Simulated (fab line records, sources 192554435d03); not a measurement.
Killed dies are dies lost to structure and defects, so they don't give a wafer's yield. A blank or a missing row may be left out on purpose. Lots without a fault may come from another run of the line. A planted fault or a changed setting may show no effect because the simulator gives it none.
Which tool did it? | flow n5_finfet | 10 lots, 26 wafers sampled, at 5 steps of a route of 1938

WHAT THE GAUGES READ, wafer by wafer
N5_BEOL_M4_RC_MEAS_101.
lot  | measured     | on        | DIBL_N (mV/V)
L114 | day 8 03:44  | prober-01 | 35.7 35.0 37.2
L115 | day 9 00:25  | prober-02 | 33.2 33.8 34.2
L118 | day 10 14:41 | prober-01 | 33.6 34.9 34.4
L121 | day 10 21:23 | prober-02 | 35.3 33.4 33.2
L122 | day 10 22:10 | prober-02 | 31.7 35.2 35.5
L123 | day 11 00:54 | prober-02 | 37.6 37.7
L129 | day 12 16:12 | prober-02 | 36.3 35.9
L130 | day 14 03:11 | prober-02 | 35.6 36.8
L132 | day 13 18:06 | prober-01 | 36.0 35.0
L137 | day 15 05:55 | prober-01 | 35.6 40.4 37.9

WHICH TOOL RAN EACH LOT (tool, then ch and the chambers of the sampled wafers, then the start)
lot  | N5_BEOL_M1_ETCH_41                           | N5_BEOL_M1_PRE_CLEAN_45      | N5_BEOL_M1_ALD_84                  | N5_BEOL_M1_CVD_47
L114 | rie_diel-06 ch 0,2,3, day 6 00:12 or earlier | pvd_sputter-03, day 6 00:12  | ald_metal-01 ch 0,3, day 6 00:17   | cvd_co-01 ch 0,1,2, day 6 00:47
L115 | rie_diel-01 ch 1,2, day 6 15:38 or earlier   | pvd_sputter-03, day 6 15:38  | ald_metal-01 ch 0,2, day 6 15:42   | cvd_co-02 ch 0,2, day 6 16:05
L118 | rie_diel-02 ch 0,1,2, day 7 15:23 or earlier | pvd_sputter-03, day 7 15:23  | ald_metal-02 ch 1,2,3, day 7 15:26 | cvd_co-02 ch 0,2, day 7 15:48
L121 | rie_diel-02 ch 2,3, day 8 03:29 or earlier   | pvd_sputter-02, day 8 03:29  | ald_metal-01 ch 0,2, day 8 03:36   | cvd_co-01 ch 0,1, day 8 04:01
L122 | rie_diel-02 ch 0,2, day 8 16:08 or earlier   | pvd_sputter-01, day 8 16:08  | ald_metal-01 ch 0,1,2, day 8 16:11 | cvd_co-01 ch 0,2, day 8 16:28
L123 | rie_diel-06 ch 1,3, day 8 16:19 or earlier   | pvd_sputter-02, day 8 16:19  | ald_metal-01 ch 0,1, day 8 16:23   | cvd_co-01 ch 0,2, day 8 16:51
L129 | rie_diel-02 ch 0,3, day 10 10:12 or earlier  | pvd_sputter-01, day 10 10:12 | ald_metal-01 ch 0,3, day 10 10:21  | cvd_co-02 ch 0,1, day 10 10:46
L130 | rie_diel-02 ch 1, day 10 13:44 or earlier    | pvd_sputter-03, day 10 13:44 | ald_metal-04 ch 0,1, day 10 13:56  | cvd_co-02 ch 0,2, day 10 14:24
L132 | rie_diel-06 ch 0,3, day 10 16:16 or earlier  | pvd_sputter-01, day 10 16:16 | ald_metal-04 ch 1,2, day 10 16:19  | cvd_co-02 ch 1,2, day 10 16:38
L137 | rie_diel-02 ch 0,1, day 12 03:13 or earlier  | pvd_sputter-02, day 12 03:13 | ald_metal-04 ch 1,2, day 12 03:17  | cvd_co-01 ch 0,1,2, day 12 03:35
- N5_BEOL_M1_ETCH_41: etches SiCN in CH3F/O2, target depth 31.9 nm, time 57.8 s.
- N5_BEOL_M1_PRE_CLEAN_45: time 30 s.
- N5_BEOL_M1_ALD_84: deposits TaN, pulse time 2 s, purge time 3 s, co reactant purge time 2 s.
- N5_BEOL_M1_CVD_47: deposits Co from CCTBA/H2, target thk 3 nm, time 223.8 s.

THE ANSWER, worked out from the rows above alone
Rule: what is usual is taken from the lots themselves. Put in order of their means at a reading, lots are off if they are a third of the lots or fewer, leave a main group of 4 or more, and stand apart from it by a gap of 3 or more times the standard deviation of the main group's means; of several such gaps the widest counts. A main group whose means are all the same, to the digits that the tables above print for the reading, isn't used. A lot without any number at a reading at which 4 lots or more have one is off too. The other lots that the step has rows for count as sound.
No lot is off at any reading shown: from this, nothing can be told.

WHAT THE SIMULATOR HAD PUT IN
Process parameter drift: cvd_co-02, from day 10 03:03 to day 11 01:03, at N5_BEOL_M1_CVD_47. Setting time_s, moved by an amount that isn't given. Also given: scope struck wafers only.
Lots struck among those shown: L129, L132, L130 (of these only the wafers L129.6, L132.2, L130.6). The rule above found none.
